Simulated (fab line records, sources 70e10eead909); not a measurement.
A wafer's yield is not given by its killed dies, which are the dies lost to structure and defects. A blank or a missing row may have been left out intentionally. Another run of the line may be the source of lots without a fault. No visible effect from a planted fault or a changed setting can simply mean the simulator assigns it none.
Shared-tool check || flow nand_harc || 3 lots and 9 wafers in the sample

== WHAT PROMPTED THE OPENING ==
On 3 of the 3 lots, a flag is raised at NHARC_END_SORT_01 on the reading killed_at_array. Fault-free wafers read 24, with a standard deviation of 7.4.
Rule: a lot is flagged when every wafer of it that has a number lies more than 4 standard deviations from that mean, or none has a number. The other lots count as sound.

{"lot": "L542", "measured": "day 23 10:17", "on": "prober-01", "killed_at_array, wafer by wafer": "91 85 92", "flag": "FLAGGED"}
{"lot": "L540", "measured": "day 23 18:50", "on": "prober-01", "killed_at_array, wafer by wafer": "75 98 94", "flag": "FLAGGED"}
{"lot": "L544", "measured": "day 23 19:01", "on": "prober-02", "killed_at_array, wafer by wafer": "92 88 84", "flag": "FLAGGED"}
The numbers of the flagged lots are 89 on average: +65 against the usual, or +9 standard deviations.

== TOOL THAT RAN EACH LOT ==
3 process steps preceding the reading are held in the record, out of 1159 steps in the route. Read each cell as the tool, then ch plus the chambers that the sampled wafers visited, then the start.
{"lot": "L542", "flag": "FLAGGED", "NHARC_A_ONON_D1_DEP_03": "pecvd_onon-02 ch 0, day 11 15:40", "NHARC_THIN_TSV_CMP_01": "cmp-01 ch 0,2,3, day 22 18:10", "NHARC_THIN_TSV_DEP_47": "pecvd-04 ch 0,1,2, day 22 21:42"}
{"lot": "L540", "flag": "FLAGGED", "NHARC_A_ONON_D1_DEP_03": "pecvd_onon-02 ch 0, day 11 12:06", "NHARC_THIN_TSV_CMP_01": "cmp-01 ch 2,3, day 22 19:17", "NHARC_THIN_TSV_DEP_47": "pecvd-03 ch 0,1, day 22 22:34"}
{"lot": "L544", "flag": "FLAGGED", "NHARC_A_ONON_D1_DEP_03": "pecvd_onon-02 ch 0, day 11 23:10", "NHARC_THIN_TSV_CMP_01": "cmp-01 ch 0,1, day 22 22:52", "NHARC_THIN_TSV_DEP_47": "pecvd-03 ch 1,2, day 23 02:06"}
What these steps do:
- NHARC_A_ONON_D1_DEP_03: target thk 1000 nm.
- NHARC_THIN_TSV_CMP_01: polishes.
- NHARC_THIN_TSV_DEP_47: deposits SiO2, target thk 200 nm.
- NHARC_END_SORT_01

== FLAGGED AGAINST TOTAL, ONE TOOL AT A TIME (gauges that did the reading follow at the end) ==
{"step": "NHARC_A_ONON_D1_DEP_03", "tool": "pecvd_onon-02", "lots run": 3, "flagged": 3, "share of the flagged lots": "all", "sound lots run after its first flagged lot": 0}
{"step": "NHARC_THIN_TSV_CMP_01", "tool": "cmp-01", "lots run": 3, "flagged": 3, "share of the flagged lots": "all", "sound lots run after its first flagged lot": 0}
{"step": "NHARC_THIN_TSV_DEP_47", "tool": "pecvd-03", "lots run": 2, "flagged": 2, "share of the flagged lots": "some", "sound lots run after its first flagged lot": 0}
{"step": "NHARC_THIN_TSV_DEP_47", "tool": "pecvd-04", "lots run": 1, "flagged": 1, "share of the flagged lots": "some", "sound lots run after its first flagged lot": 0}
{"step": "NHARC_END_SORT_01", "tool": "prober-01", "lots run": 2, "flagged": 2, "share of the flagged lots": "some", "sound lots run after its first flagged lot": 0}
{"step": "NHARC_END_SORT_01", "tool": "prober-02", "lots run": 1, "flagged": 1, "share of the flagged lots": "some", "sound lots run after its first flagged lot": 0}

== WHAT THE TABLE ALLOWS ==
Every flagged lot went through 2 rows of the table: pecvd_onon-02 at NHARC_A_ONON_D1_DEP_03 and cmp-01 at NHARC_THIN_TSV_CMP_01.
- pecvd_onon-02 at NHARC_A_ONON_D1_DEP_03: 3 of its 3 lots flagged. It ran no sound lot before its first flagged lot in this sample, so the start can't be narrowed down.
- cmp-01 at NHARC_THIN_TSV_CMP_01: 3 of its 3 lots flagged. It ran no sound lot before its first flagged lot in this sample, so the start can't be narrowed down.
A lot count leaves these 2 tools indistinguishable: every one of them fits a fault beginning at some hour. More lots, or a look at what each step does to the wafer, might.

== WHAT HAD BEEN PUT IN BY THE SIMULATOR ==
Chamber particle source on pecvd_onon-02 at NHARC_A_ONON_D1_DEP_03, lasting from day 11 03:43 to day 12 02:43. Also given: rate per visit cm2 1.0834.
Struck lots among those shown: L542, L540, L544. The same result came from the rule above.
